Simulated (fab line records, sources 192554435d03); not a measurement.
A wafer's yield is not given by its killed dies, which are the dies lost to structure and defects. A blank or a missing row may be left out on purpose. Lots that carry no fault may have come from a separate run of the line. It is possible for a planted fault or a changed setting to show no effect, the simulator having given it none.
Struck lot and sound lot, side by side / flow n5_finfet / 16 out of 1938 route steps
Sound: wafers L465.1, L465.2, L465.4. Struck: wafer L479.5; the same lot's L479.4 was not struck, so it is left out; see the end for the cause.
Per side, at each step with rows, come the tool, then ch with its chambers, and then its first start. Under that, the readings that differ: sound wafers / struck wafers / difference of the means / sigmas: that difference in standard deviations of wafers without a fault.
alike: same words and numbers on both sides, and readings whose means sit less than 2 such deviations apart. not compared: any withheld reading, any reading some wafer has no value for, any bound like >300 that may hide the same value, and any number with overlapping values for which the record gives no deviation.
Wherever a step has rows on one side only, a row that says differs or no value, or a row with sigmas, the two part there. Numbers that have no deviation but don't overlap get no sigmas and don't part them. Lack of a reading on every wafer of one side parts them only where that side has two or more wafers.

first, 8 steps without rows for these wafers: N5_SD_EPI_P_COAT_34 (time 60 s, resist thk 350 nm); N5_SD_EPI_P_COAT_35 (time 60 s, resist thk 35 nm); N5_SD_EPI_P_COAT_03 (resist thk 150 nm); N5_SD_EPI_P_EBR_05; N5_SD_EPI_P_SOFTBAKE_04 (time 60 s); N5_SD_EPI_P_EXPOSE_06 (exposes mask SD P BLK, target cd 240 nm); N5_SD_EPI_P_PEB_07 (peb time 60 s); N5_SD_EPI_P_DEVELOP_08 (develop time 30 s).
N5_SD_EPI_P_CD_MEAS_09: target cd 240 nm.
  sound on cd_sem-02 ch 0, day 5 02:47; struck on cd_sem-03 ch 0, day 8 11:50
  alike: cd_nm
N5_SD_EPI_P_OVL_MEAS_10:
  sound on overlay-01 ch 0, day 5 02:49; struck on overlay-02 ch 0, day 8 11:52
  alike: SD_P_BLK_OVL
N5_SD_EPI_P_INSPECT_11: inspects for defects (macro).
  struck on defect_inspect-02, day 8 11:53; sound on defect_inspect-01, day 5 02:50
reading=raw_defect_count; sound=1 2 0; struck=4; difference=+3; sigmas=+2
N5_SD_EPI_P_DESCUM_14: chemistry O2, time 7.9 s.
  sound on rie_diel-05 ch 1,2,3, day 5 02:53; struck on rie_diel-05 ch 2, day 8 11:56
  alike: drypump_motor_current_A, oes_product_au, rf_vpp_V, showerhead_plenum_p_Torr, throttle_valve_pct
  not compared: rf_hours_counter_h
N5_SD_EPI_P_ETCH_36: etches SiARC in CF4, target depth 45.5 nm, time 75.8 s.
  sound on rie_diel-05 ch 1,2,3, day 5 02:55; struck on rie_diel-05 ch 2, day 8 11:58
reading=etch_rf_on_time_s (s); sound=75.7 75.2 73.9; struck=109.3; difference=+34.4; sigmas=+26
  alike: drypump_motor_current_A, oes_product_au, rf_vpp_V, showerhead_plenum_p_Torr, throttle_valve_pct
  not compared: rf_hours_counter_h
N5_SD_EPI_P_ETCH_37: etches SOC in N2/H2, overetch 108 nm, time 486 s.
  sound on rie_diel-05 ch 1,2,3, day 5 02:58; struck on rie_diel-05 ch 2, day 8 12:01
  alike: drypump_motor_current_A, oes_product_au, rf_vpp_V, showerhead_plenum_p_Torr, throttle_valve_pct
  not compared: rf_hours_counter_h
-- here the record skips 5 days between the struck wafers' starts before and after, leaving off in module SD_EPI_P and picking up in module BEOL_M4 (first step shown: number 1111 of the route) --
N5_BEOL_M4_RC_MEAS_101:
  sound on prober-02 ch 0, day 9 16:51; struck on prober-02 ch 0, day 13 12:50
reading=DIBL_P (mV/V); sound=36.5 33.9 33.8; struck=39.3; difference=+4.6; sigmas=+3
reading=IOFF_N (nA/um); sound=0.136 0.110 0.112; struck=0.206; difference=+0.087; sigmas=+3
reading=IOFF_P (nA/um); sound=0.18 0.14 0.14; struck=0.28; difference=+0.13; sigmas=+4
reading=ION_P (uA/um); sound=458 447 448; struck=471; difference=+20; sigmas=+3
reading=VT_N (mV); sound=251 257 255; struck=247; difference=-7; sigmas=-2
reading=VT_P (mV); sound=-255 -261 -258; struck=-246; difference=+12; sigmas=+4
  alike: DIBL_N, ION_N, SS_N, SS_P
after that, 1 step had no rows for these wafers: N5_PASSIVATION_PROBE_49.

== WHERE THEY PART ==
At N5_SD_EPI_P_INSPECT_11 first; at N5_BEOL_M4_RC_MEAS_101 last (within this record only).

WHY: what had been put in by the simulator
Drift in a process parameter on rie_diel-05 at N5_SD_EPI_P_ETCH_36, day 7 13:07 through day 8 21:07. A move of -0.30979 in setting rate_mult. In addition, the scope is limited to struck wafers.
